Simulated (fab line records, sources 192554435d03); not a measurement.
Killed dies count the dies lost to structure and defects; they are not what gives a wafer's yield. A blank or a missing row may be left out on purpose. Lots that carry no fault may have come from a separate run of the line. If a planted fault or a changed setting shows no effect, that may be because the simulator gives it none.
fab line records + flow n5_finfet
[record]
- lots = 7
- wafers = 19
- last_day = 18
route steps=1938 shown BEOL_M13@1661 PASSIVATION@1936
lots with no fault: from the same line, run without faults
start_h: hours from the record's first day to the start of the lot's first wafer shown + wait_h: time in hours since the lot's previous step + " the same as in the row above + L1.1+2: a row that stands for several wafers + - either no value or no given start + * or withheld: withheld + < > ~ a bound
route shown NAME@n: names a module that has steps shown in the file, with the first one's number in the route + usual: average and standard deviation across the fault-free wafers + same: alike in all rows + chamber/n: place in a boat + sites: the reading at each site + _std_site: their standard deviation + _edge_site: inner sites' mean taken away from outer sites' mean + radius_mm: how far each site lies from the wafer's centre + mask NAME#n: copy n + behind: the tool/chamber that last shaped the wafer + hold: what put the lot on hold/how long, in hours/how the hold closed + device: whichever transistor did not switch (one of n, p or np) + end of line: the route-end tests of the same wafers + a step given without rows: its recipe and nothing more + killed: the dies lost at the first sort to structure and to defects; this is not the yield of the wafer + map: a wafer's dies, marking killed ones x, the rest . and places with no die _
set.NAME: the setting as run; set.NAME@STEP: as run at that earlier step + model.NAME: the simulator's own value behind a step, which no gauge read
a table for each step, a row for each wafer; lots at some steps of the route
services: from which hour (start_h, from the record's first day; less than 0 if before it) a tool's chamber was out of use, for how many hours, and why
[[steps]]
[step N5_BEOL_M13_COAT_58]
[recipe]
- resist = BARC
- temp_c = 205
- time_s = 60
- spin_rpm = 1500
- resist_thk_nm = 89
[step N5_BEOL_M13_COAT_04]
[recipe]
- spin_rpm = 1625
- resist_thk_nm = 400
[step N5_BEOL_M13_EBR_06]
[recipe]
- solvent = PGMEA
- ebr_width_mm = 1.5
[step N5_BEOL_M13_SOFTBAKE_05]
[recipe]
- temp_c = 130
- time_s = 60
[step N5_BEOL_M13_EXPOSE_07]
[recipe]
- mask_id = V12
- na = 0.93
- source_shape = conventional
- sigma_outer = 0.6
- polarization = unpolarized
- attpsm_phase_deg = 180
- dose_mj = 24.8
[step N5_BEOL_M13_PEB_08]
[recipe]
- peb_temp_c = 130
- peb_time_s = 90
[step N5_BEOL_M13_DEVELOP_09]
[recipe]
- develop_time_s = 45
- rinse_liquid = diw
- dry = air_spin
- dev_temp_c = 21
[step N5_BEOL_M13_HARDBAKE_14]
[recipe]
- temp_c = 130
- time_s = 120
[step N5_BEOL_M13_CD_MEAS_10]
[recipe]
- target_cd_nm = 190
- landing_energy_ev = 500
- detector = se_inlens
- polarity = opening
[usual]
- cd_nm = 189.3/1.4
| lot.wafer | tool      | chamber | start_h | wait_h | cd_nm |
|-----------|-----------|---------|---------|--------|-------|
| L374.1    | cd_sem-01 | 0       | 284.23  | -      | 188.4 |
| L374.3    | "         | 0       | "       | "      | 188.7 |
| L374.4    | "         | 0       | "       | "      | 189.6 |
| L372.2    | cd_sem-02 | 0       | 287.65  | -      | 188.6 |
| L372.4    | "         | 0       | "       | "      | 187.5 |
| L372.6    | "         | 0       | "       | "      | 187.8 |
| L377.2    | cd_sem-01 | 0       | 328.16  | -      | 190.5 |
| L377.3    | "         | 0       | "       | "      | 192.5 |
| L377.6    | "         | 0       | "       | "      | 190.2 |
| L378.4    | cd_sem-02 | 0       | 332.57  | -      | 190.4 |
| L378.5    | "         | 0       | "       | "      | 190.2 |
| L380.3    | cd_sem-02 | 0       | 348.49  | -      | 188.0 |
| L380.5    | "         | 0       | "       | "      | 187.7 |
| L380.6    | "         | 0       | "       | "      | 186.3 |
| L382.1    | cd_sem-01 | 0       | 358.31  | -      | 188.2 |
| L382.6    | "         | 0       | "       | "      | 187.8 |
| L389.2    | cd_sem-03 | 0       | 394.86  | -      | 188.0 |
| L389.4    | "         | 0       | "       | "      | 186.9 |
| L389.6    | "         | 0       | "       | "      | 187.3 |
[step N5_BEOL_M13_OVL_MEAS_11]
[recipe]
- points_per_wafer = 44
[usual]
- V12_OVL = -1/6
| lot.wafer | tool       | chamber | start_h | wait_h | V12_OVL[nm] |
|-----------|------------|---------|---------|--------|-------------|
| L374.1    | overlay-02 | 0       | 284.26  | 0.0    | -10         |
| L374.3    | "          | 0       | "       | "      | -5          |
| L374.4    | "          | 0       | "       | "      | 0           |
| L372.2    | overlay-02 | 0       | 287.68  | 0.0    | -15         |
| L372.4    | "          | 0       | "       | "      | -12         |
| L372.6    | "          | 0       | "       | "      | 0           |
| L377.2    | overlay-02 | 0       | 328.19  | 0.0    | 8           |
| L377.3    | "          | 0       | "       | "      | 12          |
| L377.6    | "          | 0       | "       | "      | -3          |
| L378.4    | overlay-01 | 0       | 332.59  | 0.0    | 2           |
| L378.5    | "          | 0       | "       | "      | 5           |
| L380.3    | overlay-01 | 0       | 348.52  | 0.0    | -2          |
| L380.5    | "          | 0       | "       | "      | -5          |
| L380.6    | "          | 0       | "       | "      | 7           |
| L382.1    | overlay-02 | 0       | 358.34  | 0.0    | -1          |
| L382.6    | "          | 0       | "       | "      | -1          |
| L389.2    | overlay-02 | 0       | 394.89  | 0.0    | -6          |
| L389.4    | "          | 0       | "       | "      | 1           |
| L389.6    | "          | 0       | "       | "      | 3           |
[step N5_BEOL_M13_INSPECT_12]
[recipe]
- mode = adi
- inspect_instrument = macro
[usual]
- raw_defect_count = 2.2/1.4
| lot.wafer | tool              | chamber | start_h | wait_h | raw_defect_count |
|-----------|-------------------|---------|---------|--------|------------------|
| L374.1    | defect_inspect-01 | -       | 284.28  | 0.0    | 2                |
| L374.3    | "                 | -       | "       | "      | 3                |
| L374.4    | "                 | -       | "       | "      | 2                |
| L372.2    | defect_inspect-01 | -       | 287.70  | 0.0    | 3                |
| L372.4    | "                 | -       | "       | "      | 2                |
| L372.6    | "                 | -       | "       | "      | 3                |
| L377.2    | defect_inspect-01 | -       | 328.21  | 0.0    | 2                |
| L377.3    | "                 | -       | "       | "      | 3                |
| L377.6    | "                 | -       | "       | "      | 2                |
| L378.4    | defect_inspect-01 | -       | 332.62  | 0.0    | 4                |
| L378.5    | "                 | -       | "       | "      | 6                |
| L380.3    | defect_inspect-02 | -       | 348.54  | 0.0    | 2                |
| L380.5    | "                 | -       | "       | "      | 3                |
| L380.6    | "                 | -       | "       | "      | 4                |
| L382.1    | defect_inspect-01 | -       | 358.36  | 0.0    | 1                |
| L382.6    | "                 | -       | "       | "      | 3                |
| L389.2    | defect_inspect-01 | -       | 394.91  | 0.0    | 0                |
| L389.4    | "                 | -       | "       | "      | 3                |
| L389.6    | "                 | -       | "       | "      | 5                |
[step N5_BEOL_M13_DESCUM_15]
[recipe]
- chemistry = O2
- time_s = 7.9
- source_power_w = 50
- bias_power_w = 20
- pressure_mtorr = 20
- rf_frequency_hz = 2.712e+07
- temp_c = 40
- o2_flow_sccm = 225
[usual]
- bias_power_w = 20.01/0.061
- drypump_motor_current_A = 5.6/0.38
- oes_product_au = 0.78/0.083
- rf_fwd_power_W = 49.36/0.21
- rf_vpp_V = 243.0/1.1
- showerhead_plenum_p_Torr = 2.07/0.055
- throttle_valve_pct = 20.40/0.22
| lot.wafer | tool        | chamber | start_h | wait_h | bias_power_w | drypump_motor_current_A | oes_product_au | rf_fwd_power_W | rf_hours_counter_h | rf_vpp_V | showerhead_plenum_p_Torr | throttle_valve_pct |
|-----------|-------------|---------|---------|--------|--------------|-------------------------|----------------|----------------|--------------------|----------|--------------------------|--------------------|
| L374.1    | rie_diel-02 | 2       | 284.34  | 0.1    | 19.94        | 6.0                     | 0.73           | 49.45          | 189                | 242.0    | 2.09                     | 20.48              |
| L374.3    | "           | 1       | "       | "      | 20.04        | 5.6                     | 0.82           | 49.21          | 78                 | 241.8    | 2.02                     | 20.44              |
| L374.4    | "           | 3       | "       | "      | 20.07        | 5.6                     | 0.88           | 49.08          | 28                 | 242.7    | 2.03                     | 20.14              |
| L372.2    | rie_diel-05 | 1       | 287.74  | 0.0    | 19.96        | 5.6                     | 0.69           | 49.46          | 239                | 243.9    | 2.14                     | 20.34              |
| L372.4    | "           | 0       | "       | "      | 19.96        | 5.2                     | 0.81           | 49.53          | 110                | 242.5    | 2.02                     | 20.12              |
| L372.6    | "           | 0       | "       | "      | 19.90        | 5.2                     | 0.82           | 49.57          | -                  | 242.5    | 2.02                     | 20.14              |
| L377.2    | rie_diel-06 | 3       | 328.24  | 0.0    | 20.05        | 5.7                     | 0.69           | 48.97          | 226                | 245.7    | 2.16                     | 20.69              |
| L377.3    | "           | 0       | "       | "      | 19.95        | 5.2                     | 0.76           | 49.05          | 153                | 243.1    | 2.00                     | 20.70              |
| L377.6    | "           | 0       | "       | "      | 19.97        | 5.2                     | 0.76           | 49.02          | -                  | 241.4    | 2.01                     | 20.69              |
| L378.4    | rie_diel-02 | 3       | 332.99  | 0.4    | 19.91        | 5.6                     | 0.84           | 49.14          | -                  | 242.2    | 2.02                     | 20.15              |
| L378.5    | "           | 0       | "       | "      | 19.84        | 5.1                     | 0.67           | 49.32          | -                  | 244.2    | 2.15                     | 20.77              |
| L380.3    | rie_diel-02 | 3       | 348.62  | 0.1    | 19.98        | 5.6                     | 0.83           | 48.98          | 48                 | 242.3    | 2.02                     | 20.18              |
| L380.5    | "           | 0       | "       | "      | 19.98        | 5.1                     | 0.67           | 49.43          | -                  | 243.2    | 2.15                     | 20.79              |
| L380.6    | "           | 3       | "       | "      | 20.04        | 5.6                     | 0.84           | 49.15          | -                  | 242.7    | 2.02                     | 20.17              |
| L382.1    | rie_diel-02 | 2       | 358.40  | 0.0    | 20.04        | 6.0                     | 0.72           | 49.47          | 211                | 242.1    | 2.08                     | 20.51              |
| L382.6    | "           | 1       | "       | "      | 19.93        | 5.6                     | 0.79           | 49.56          | -                  | 242.6    | 2.01                     | 20.44              |
| L389.2    | rie_diel-05 | 1       | 394.95  | 0.0    | 20.04        | 5.6                     | 0.92           | 49.37          | 14                 | 244.3    | 2.13                     | 20.14              |
| L389.4    | "           | 0       | "       | "      | 19.93        | 5.3                     | 0.79           | 49.56          | 144                | 242.9    | 2.01                     | 20.17              |
| L389.6    | "           | 2       | "       | "      | 20.03        | 6.2                     | 0.78           | 49.45          | -                  | 242.2    | 2.11                     | 20.25              |
[step N5_BEOL_M13_ETCH_59]
[recipe]
- chemistry = N2/H2
- target = BARC
- target_depth_a = 890
- overetch_a = 267
- time_s = 67.9
- ion_energy_ev = 200
- pressure_mtorr = 30
- source_w = 840
- bias_w = 150
- n2_flow_sccm = 200
- h2_flow_sccm = 200
[usual]
- drypump_motor_current_A = 5.6/0.38
- oes_product_au = 0.67/0.067
- rf_fwd_power_W = 832/3.2
- rf_vpp_V = 523.2/1.9
- showerhead_plenum_p_Torr = 2.52/0.062
- throttle_valve_pct = 17.87/0.23
| lot.wafer | tool        | chamber | start_h | wait_h | drypump_motor_current_A | oes_product_au | rf_fwd_power_W | rf_hours_counter_h | rf_vpp_V | showerhead_plenum_p_Torr | throttle_valve_pct | model.coat_of_BEOL_M13_COAT_04.thk_nm | model.etch.depth_nm |
|-----------|-------------|---------|---------|--------|-------------------------|----------------|----------------|--------------------|----------|--------------------------|--------------------|---------------------------------------|---------------------|
| L374.1    | rie_diel-02 | 2       | 284.37  | 0.0    | 6.1                     | 0.63           | 834            | 189                | 523.6    | 2.53                     | 17.88              | 316.2                                 | 89.17               |
| L374.3    | "           | 1       | "       | "      | 5.6                     | 0.70           | 829            | 78                 | 521.5    | 2.48                     | 17.96              | 319.4                                 | 89.01               |
| L374.4    | "           | 3       | "       | "      | 5.6                     | 0.75           | 829            | 28                 | 522.2    | 2.50                     | 17.79              | 314.6                                 | 89.03               |
| L372.2    | rie_diel-05 | 1       | 287.77  | 0.0    | 5.6                     | 0.60           | 833            | 239                | 525.7    | 2.61                     | 17.89              | 316.8                                 | 89.02               |
| L372.4    | "           | 0       | "       | "      | 5.3                     | 0.68           | 833            | 110                | 520.4    | 2.44                     | 17.34              | 318.2                                 | 89.19               |
| L372.6    | "           | 0       | "       | "      | 5.2                     | 0.70           | 831            | -                  | 521.3    | 2.44                     | 17.35              | 317                                   | 89.14               |
| L377.2    | rie_diel-06 | 3       | 328.28  | 0.0    | 5.7                     | 0.60           | 827            | 226                | 525.2    | 2.61                     | 18.06              | 318.8                                 | 88.8                |
| L377.3    | "           | 0       | "       | "      | 5.2                     | 0.64           | 826            | 153                | 520.4    | 2.44                     | 18.21              | 317                                   | 89.07               |
| L377.6    | "           | 0       | "       | "      | 5.2                     | 0.64           | 825            | -                  | 521.3    | 2.44                     | 18.20              | 317.2                                 | 88.98               |
| L378.4    | rie_diel-02 | 3       | 333.03  | 0.0    | 5.6                     | 0.72           | 829            | -                  | 522.2    | 2.49                     | 17.82              | 316.2                                 | 88.76               |
| L378.5    | "           | 0       | "       | "      | 5.1                     | 0.53           | 829            | -                  | 525.9    | 2.60                     | 18.23              | 342.6                                 | 71.61               |
| L380.3    | rie_diel-02 | 3       | 348.65  | 0.0    | 5.6                     | 0.72           | 828            | 48                 | 520.8    | 2.49                     | 17.83              | 316.6                                 | 89.13               |
| L380.5    | "           | 0       | "       | "      | 5.1                     | 0.51           | 830            | -                  | 525.6    | 2.60                     | 18.22              | 342.8                                 | 70.63               |
| L380.6    | "           | 3       | "       | "      | 5.6                     | 0.72           | 830            | -                  | 521.4    | 2.49                     | 17.83              | 316.2                                 | 89.19               |
| L382.1    | rie_diel-02 | 2       | 358.43  | 0.0    | 6.0                     | 0.57           | 832            | 211                | 523.4    | 2.52                     | 17.91              | 338.4                                 | 75.57               |
| L382.6    | "           | 1       | "       | "      | 5.6                     | 0.67           | 833            | -                  | 520.5    | 2.47                     | 17.99              | 319.2                                 | 88.95               |
| L389.2    | rie_diel-05 | 1       | 394.98  | 0.0    | 5.6                     | 0.79           | 829            | 14                 | 525.8    | 2.60                     | 17.60              | 315                                   | 88.77               |
| L389.4    | "           | 0       | "       | "      | 5.2                     | 0.66           | 830            | 144                | 521.1    | 2.42                     | 17.39              | 315.8                                 | 88.99               |
| L389.6    | "           | 2       | "       | "      | 6.2                     | 0.67           | 832            | -                  | 523.9    | 2.58                     | 17.73              | 316.2                                 | 88.81               |
[step N5_BEOL_M13_VIA_ETCH_16]
[recipe]
- chemistry = C4F8/O2/Ar
- target = SiOC
- pressure_mtorr = 30
- source_w = 3000
- bias_w = 700
- Ar_flow_sccm = 400
- C4F8_flow_sccm = 15
- O2_flow_sccm = 8
- he_inner_torr = 15
- he_outer_torr = 30
- target_depth_a = 9217
- time_s = withheld
- ion_energy_ev = 250
- ends = cleared
[usual]
- drypump_motor_current_A = 5.6/0.39
- oes_product_au = 0.71/0.076
- rf_fwd_power_W = 2991/9.2
- rf_vpp_V = 664.9/2.3
- showerhead_plenum_p_Torr = 3.39/0.086
- throttle_valve_pct = 24.17/0.28
| lot.wafer | tool        | chamber | start_h | wait_h | drypump_motor_current_A | oes_product_au | rf_fwd_power_W | rf_vpp_V | showerhead_plenum_p_Torr | throttle_valve_pct | model.coat_of_BEOL_M13_COAT_04.thk_nm |
|-----------|-------------|---------|---------|--------|-------------------------|----------------|----------------|----------|--------------------------|--------------------|---------------------------------------|
| L374.1    | rie_diel-02 | 2       | 284.43  | 0.0    | 6.0                     | 0.66           | 2990           | 664.7    | 3.38                     | 24.06              | 73.6                                  |
| L374.3    | "           | 1       | "       | "      | 5.6                     | 0.73           | 2985           | 663.1    | 3.30                     | 24.18              | 70.8                                  |
| L374.4    | "           | 3       | "       | "      | 5.6                     | 0.79           | 2987           | 663.8    | 3.32                     | 23.92              | 68                                    |
| L372.2    | rie_diel-05 | 1       | 287.82  | 0.0    | 5.6                     | 0.62           | 2978           | 668.9    | 3.48                     | 24.02              | 73.6                                  |
| L372.4    | "           | 0       | "       | "      | 5.3                     | 0.73           | 2993           | 661.6    | 3.34                     | 24.01              | 68.2                                  |
| L372.6    | "           | 0       | "       | "      | 5.2                     | 0.73           | 2991           | 663.8    | 3.34                     | 24.03              | 66                                    |
| L377.2    | rie_diel-06 | 3       | 328.33  | 0.0    | 5.7                     | 0.62           | 2984           | 668.1    | 3.49                     | 24.30              | 68.6                                  |
| L377.3    | "           | 0       | "       | "      | 5.2                     | 0.68           | 2987           | 663.9    | 3.31                     | 24.59              | 71.4                                  |
| L377.6    | "           | 0       | "       | "      | 5.2                     | 0.69           | 2977           | 661.2    | 3.31                     | 24.58              | 68                                    |
| L378.4    | rie_diel-02 | 3       | 333.17  | 0.1    | 5.6                     | 0.78           | 2989           | 664.3    | 3.31                     | 23.93              | 71.8                                  |
| L378.5    | "           | 0       | "       | "      | 5.1                     | 0.61           | 3002           | 668.6    | 3.54                     | 24.74              | 99                                    |
| L380.3    | rie_diel-02 | 3       | 348.70  | 0.0    | 5.6                     | 0.77           | 2984           | 664.6    | 3.31                     | 23.94              | 75                                    |
| L380.5    | "           | 0       | "       | "      | 5.1                     | 0.60           | 2993           | 667.8    | 3.54                     | 24.76              | 92.4                                  |
| L380.6    | "           | 3       | "       | "      | 5.6                     | 0.77           | 2978           | 663.4    | 3.31                     | 23.92              | 67.6                                  |
| L382.1    | rie_diel-02 | 2       | 358.48  | 0.0    | 6.0                     | 0.65           | 3011           | 664.6    | 3.37                     | 24.09              | 90.2                                  |
| L382.6    | "           | 1       | "       | "      | 5.7                     | 0.71           | 2985           | 663.8    | 3.29                     | 24.22              | 69.6                                  |
| L389.2    | rie_diel-05 | 1       | 395.03  | 0.0    | 5.6                     | 0.84           | 2997           | 667.4    | 3.47                     | 23.84              | 67.6                                  |
| L389.4    | "           | 0       | "       | "      | 5.2                     | 0.70           | 2995           | 661.4    | 3.32                     | 24.06              | 69.2                                  |
| L389.6    | "           | 2       | "       | "      | 6.2                     | 0.71           | 2981           | 665.5    | 3.43                     | 23.89              | 64.2                                  |
[step N5_BEOL_M13_STRIP_63]
[recipe]
- chemistry = N2/H2
- power_w = 1000
- temp_c = 250
- h2_frac = 0.65
- overash_fraction = 0.3
- pressure_mtorr = 1000
- n2_flow_sccm = 1750
- h2_flow_sccm = 3250
[usual]
- drypump_motor_current_A = 5.2/0.42
- heater_power_w = 313/12
- oes_product_au = 0.674/0.0045
- strip_time_to_endpoint_s = 27.6/1.2
| lot.wafer | tool            | chamber | start_h | wait_h | drypump_motor_current_A | heater_power_w | oes_product_au | rf_hours_counter_h | strip_time_to_endpoint_s |
|-----------|-----------------|---------|---------|--------|-------------------------|----------------|----------------|--------------------|--------------------------|
| L374.1    | plasma_asher-01 | 0       | 284.66  | -      | 5.2                     | 329            | 0.680          | 75                 | 28.7                     |
| L374.3    | "               | 0       | "       | "      | 5.2                     | 324            | 0.681          | -                  | 27.9                     |
| L374.4    | "               | 1       | "       | "      | 5.9                     | 317            | 0.676          | -                  | 27.1                     |
| L372.2    | plasma_asher-02 | 1       | 288.06  | -      | 4.7                     | 295            | 0.671          | 133                | 28.7                     |
| L372.4    | "               | 0       | "       | "      | 5.2                     | 327            | 0.672          | -                  | 27.2                     |
| L372.6    | "               | 1       | "       | "      | 4.7                     | 296            | 0.670          | -                  | 26.5                     |
| L377.2    | plasma_asher-01 | 0       | 328.57  | -      | 5.2                     | 315            | 0.667          | 81                 | 27.2                     |
| L377.3    | "               | 1       | "       | "      | 5.9                     | 325            | 0.679          | -                  | 28.1                     |
| L377.6    | "               | 1       | "       | "      | 5.9                     | 319            | 0.671          | -                  | 27.1                     |
| L378.4    | plasma_asher-02 | 1       | 333.32  | -      | 4.7                     | 298            | 0.679          | -                  | 28.2                     |
| L378.5    | "               | 0       | "       | "      | 5.3                     | 318            | 0.686          | -                  | 35.9                     |
| L380.3    | plasma_asher-01 | 0       | 348.97  | -      | 5.2                     | 323            | 0.669          | -                  | 29.1                     |
| L380.5    | "               | 0       | "       | "      | 5.2                     | 330            | 0.683          | -                  | 34.1                     |
| L380.6    | "               | 1       | "       | "      | 5.9                     | 313            | 0.679          | -                  | 27.0                     |
| L382.1    | plasma_asher-02 | 1       | 358.72  | -      | 4.7                     | 303            | 0.680          | 151                | 33.4                     |
| L382.6    | "               | 1       | "       | "      | 4.7                     | 301            | 0.674          | -                  | 27.6                     |
| L389.2    | plasma_asher-01 | 1       | 395.27  | -      | 5.9                     | 321            | 0.679          | 94                 | 26.9                     |
| L389.4    | "               | 1       | "       | "      | 5.9                     | 314            | 0.679          | -                  | 27.4                     |
| L389.6    | "               | 0       | "       | "      | 5.2                     | 327            | 0.676          | -                  | 25.9                     |
[step N5_BEOL_M13_STRIP_64]
[recipe]
- chemistry = N2/H2
- power_w = 1000
- temp_c = 250
- h2_frac = 0.65
- overash_fraction = 0.3
- pressure_mtorr = withheld
- n2_flow_sccm = 1750
- h2_flow_sccm = 3250
[usual]
- drypump_motor_current_A = 5.2/0.42
- heater_power_w = 314/12
- oes_product_au = 0.715/0.0047
- strip_time_to_endpoint_s = 31.29/0.067
| lot.wafer | tool            | chamber | start_h | wait_h | drypump_motor_current_A | heater_power_w | oes_product_au | rf_hours_counter_h | strip_time_to_endpoint_s |
|-----------|-----------------|---------|---------|--------|-------------------------|----------------|----------------|--------------------|--------------------------|
| L374.1    | plasma_asher-01 | 0       | 284.72  | 0.0    | 5.2                     | 327            | 0.710          | 75                 | 31.37                    |
| L374.3    | "               | 0       | "       | "      | 5.2                     | 325            | 0.709          | -                  | 31.33                    |
| L374.4    | "               | 1       | "       | "      | 5.9                     | 312            | 0.716          | -                  | 31.32                    |
| L372.2    | plasma_asher-02 | 1       | 288.12  | 0.0    | 4.7                     | 298            | 0.714          | 133                | 31.31                    |
| L372.4    | "               | 0       | "       | "      | 5.2                     | 315            | 0.720          | -                  | 31.34                    |
| L372.6    | "               | 1       | "       | "      | 4.7                     | 297            | 0.721          | -                  | 31.35                    |
| L377.2    | plasma_asher-01 | 0       | 328.63  | 0.0    | 5.2                     | 331            | 0.705          | 81                 | 31.26                    |
| L377.3    | "               | 1       | "       | "      | 5.9                     | 310            | 0.722          | -                  | 31.34                    |
| L377.6    | "               | 1       | "       | "      | 5.9                     | 315            | 0.718          | -                  | 31.29                    |
| L378.4    | plasma_asher-02 | 1       | 333.38  | 0.0    | 4.7                     | 298            | 0.711          | -                  | 31.25                    |
| L378.5    | "               | 0       | "       | "      | 5.2                     | 310            | 0.718          | -                  | 31.26                    |
| L380.3    | plasma_asher-01 | 0       | 349.03  | 0.0    | 5.2                     | 325            | 0.712          | -                  | 31.35                    |
| L380.5    | "               | 0       | "       | "      | 5.2                     | 335            | 0.710          | -                  | 31.27                    |
| L380.6    | "               | 1       | "       | "      | 5.9                     | 317            | 0.712          | -                  | 31.38                    |
| L382.1    | plasma_asher-02 | 1       | 358.78  | 0.0    | 4.7                     | 303            | 0.711          | 151                | 31.27                    |
| L382.6    | "               | 1       | "       | "      | 4.7                     | 302            | 0.711          | -                  | 31.29                    |
| L389.2    | plasma_asher-01 | 1       | 395.33  | 0.0    | 5.9                     | 324            | 0.713          | 94                 | 31.24                    |
| L389.4    | "               | 1       | "       | "      | 5.9                     | 319            | 0.715          | -                  | 31.31                    |
| L389.6    | "               | 0       | "       | "      | 5.2                     | 331            | 0.712          | -                  | 31.24                    |
[step N5_BEOL_M13_STRIP_71]
[recipe]
- chemistry = post_etch_residue_remover
- time_s = 60
- temp_c = 25
- remover_ph = withheld
- remover_water_wt_pct = withheld
- remover_fluoride_wt_pct = withheld
[step N5_BEOL_M13_SRD_72]
[recipe]
- time_s = 30
- temp_c = 23
- rinse_liquid = diw
- dry = n2_spin
- spin_rpm = 1500
- dry_time_s = 30
[step N5_BEOL_M13_CD_MEAS_17]
[recipe]
- target_cd_nm = 190
- polarity = opening
[usual]
- cd_nm = 190.2/1.6
| lot.wafer | tool      | chamber | start_h | wait_h | cd_nm |
|-----------|-----------|---------|---------|--------|-------|
| L374.1    | cd_sem-02 | -       | 284.87  | 0.0    | 188.4 |
| L374.3    | "         | -       | "       | "      | 189.6 |
| L374.4    | "         | -       | "       | "      | 191.0 |
| L372.2    | cd_sem-01 | -       | 288.27  | 0.0    | 191.6 |
| L372.4    | "         | -       | "       | "      | 189.7 |
| L372.6    | "         | -       | "       | "      | 190.1 |
| L377.2    | cd_sem-01 | -       | 328.78  | 0.0    | 191.3 |
| L377.3    | "         | -       | "       | "      | 192.5 |
| L377.6    | "         | -       | "       | "      | 190.9 |
| L378.4    | cd_sem-01 | -       | 333.52  | 0.0    | 192.4 |
| L378.5    | "         | -       | "       | "      | 185.8 |
| L380.3    | cd_sem-01 | -       | 349.16  | 0.0    | 188.7 |
| L380.5    | "         | -       | "       | "      | 184.3 |
| L380.6    | "         | -       | "       | "      | 187.9 |
| L382.1    | cd_sem-01 | -       | 358.92  | 0.0    | 183.7 |
| L382.6    | "         | -       | "       | "      | 190.0 |
| L389.2    | cd_sem-02 | -       | 395.48  | 0.0    | 189.2 |
| L389.4    | "         | -       | "       | "      | 188.7 |
| L389.6    | "         | -       | "       | "      | 190.1 |
[step N5_BEOL_M13_COAT_65]
[recipe]
- resist = SOC
- temp_c = 250
- time_s = 60
- spin_rpm = 1500
- resist_thk_nm = 350
[step N5_PASSIVATION_PROBE_49]
[usual]
- defect_limited_yield = 91.0/1.5
- killed_at_M0_to_M3 = 35/11
- killed_at_M4_up = 13/5
- killed_at_contacts = 12/5.9
- killed_at_front_end = 42/13
- killed_at_other = 3/3.2
- killed_dies = 106/18
- killed_open = 69/13
- killed_short = 35/8.9
- sort_bin_5_function = 5.2/0.95
- sort_bin_6_memory = 3.3/0.71
- sort_bin_8_speed = 0.00/0.016
- sort_n_pass = 1074/18
- sort_yield_pct = 91.0/1.5
[same]
- gross_dies = 1180
- killed_at_back_side = 0
- sort_bin_4_leakage[%] = 0
| lot.wafer | tool      | chamber | start_h | wait_h | defect_limited_yield[%] | killed_at_M0_to_M3 | killed_at_M4_up | killed_at_contacts | killed_at_front_end | killed_at_other | killed_dies | killed_open | killed_short | sort_bin_5_function[%] | sort_bin_6_memory[%] | sort_bin_8_speed[%] | sort_n_pass | sort_yield_pct[%] |
|-----------|-----------|---------|---------|--------|-------------------------|--------------------|-----------------|--------------------|---------------------|-----------------|-------------|-------------|--------------|------------------------|----------------------|---------------------|-------------|-------------------|
| L382.1    | prober-01 | -       | 392.04  | 0.0    | 92.0                    | 30                 | 17              | 16                 | 29                  | 2               | 94          | 72          | 22           | 5.1                    | 2.7                  | 0                   | 1086        | 92.0              |
| L382.6    | prober-01 | -       | 392.29  | 0.3    | 90.8                    | 26                 | 12              | 13                 | 45                  | 12              | 108         | 59          | 41           | 4.6                    | 3.3                  | 0                   | 1072        | 90.8              |
// killed by level:class
L382.1 MOL_CONTACT_COAG:geometric_particle:open=13 FIN_SAQP:geometric_particle:open=11 BEOL_M1:geometric_particle:open=10 BEOL_M3:geometric_particle:open=8 STI_FIN_REVEAL:geometric_particle:open=7 BEOL_M4:geometric_particle:open=7 BEOL_M0_SAQP:geometric_particle:short=5 BEOL_M4:geometric_particle:short=4
L382.6 STI_FIN_REVEAL:geometric_particle:open=10 MOL_CONTACT_COAG:geometric_particle:open=9 HKMG_FIN:area_etch=7 GATE_CUT:geometric_particle:short=6 BEOL_M0_SAQP:geometric_particle:open=6 MIM_TOP_ETCH:geometric_particle:short=5 MIM_TOP_ETCH:geometric_particle:open=5 MOL_CONTACT_COAG:geometric_particle:short=4
[[services]]
| tool            | chamber | start_h | hours | kind                          |
|-----------------|---------|---------|-------|-------------------------------|
| rie_diel-02     | 0       | 271.01  | 5.8   | repair                        |
| rie_diel-06     | 1       | 271.31  | -     | clean                         |
| rie_diel-06     | 1       | 271.31  | -     | consumable_replace:focus_ring |
| rie_diel-06     | 1       | 271.31  | 32.9  | scheduled_down                |
| rie_diel-06     | 1       | 271.31  | 32.9  | vent_cycle                    |
| rie_diel-06     | -       | 295.07  | 0.1   | repair                        |
| plasma_asher-01 | -       | 316.02  | 11.0  | repair                        |
| rie_diel-05     | 3       | 319.91  | 10.7  | repair                        |
| rie_diel-02     | 1       | 328.63  | 4.6   | repair                        |
| rie_diel-05     | 1       | 330.59  | -     | clean                         |
| rie_diel-05     | 1       | 330.59  | -     | consumable_replace:focus_ring |
| rie_diel-05     | 1       | 330.59  | 19.4  | scheduled_down                |
| rie_diel-05     | 1       | 330.59  | 19.4  | vent_cycle                    |
| rie_diel-02     | 0       | 358.37  | 6.8   | repair                        |
| rie_diel-05     | -       | 361.43  | 1.6   | repair                        |
| rie_diel-02     | -       | 370.37  | 2.8   | pm                            |
| plasma_asher-01 | -       | 385.55  | 2.8   | pm                            |
| plasma_asher-02 | -       | 391.43  | 6.7   | repair                        |
[[key]]
[first_sign]
- step = N5_BEOL_M13_ETCH_59
- reading = oes_product_au
- direction = down
- sigmas = 2.1
- usual = 0.67
- struck = 0.54
[effect]
- step = N5_BEOL_M13_STRIP_63
- reading = strip_time_to_endpoint_s
- direction = up
- sigmas = 5.7
- usual = *
- struck = *
[effect]
- step = N5_BEOL_M13_CD_MEAS_17
- reading = cd_nm
- direction = down
- sigmas = 3.6
- usual = 190.2
- struck = 184.6
[model_effect]
- step = N5_BEOL_M13_ETCH_59
- value = coat_of_BEOL_M13_COAT_04.thk_nm
- without = 317.6
- struck = 341.3
[model_effect]
- step = N5_BEOL_M13_VIA_ETCH_16
- value = coat_of_BEOL_M13_COAT_04.thk_nm
- without = 70.13
- struck = 93.87
met_at N5_BEOL_M13_ETCH_59
struck_wafers L378.5,L380.5,L382.1
onset_between 284.37 333.03
[fault]
- kind = process_parameter_drift
- tool = rie_diel-02
- chamber = -
- onset_h = 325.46
- steps = N5_BEOL_M13_ETCH_59
- channel = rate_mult
- offset = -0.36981
- shape = step
- end_h = 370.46
- scope = struck_wafers_only
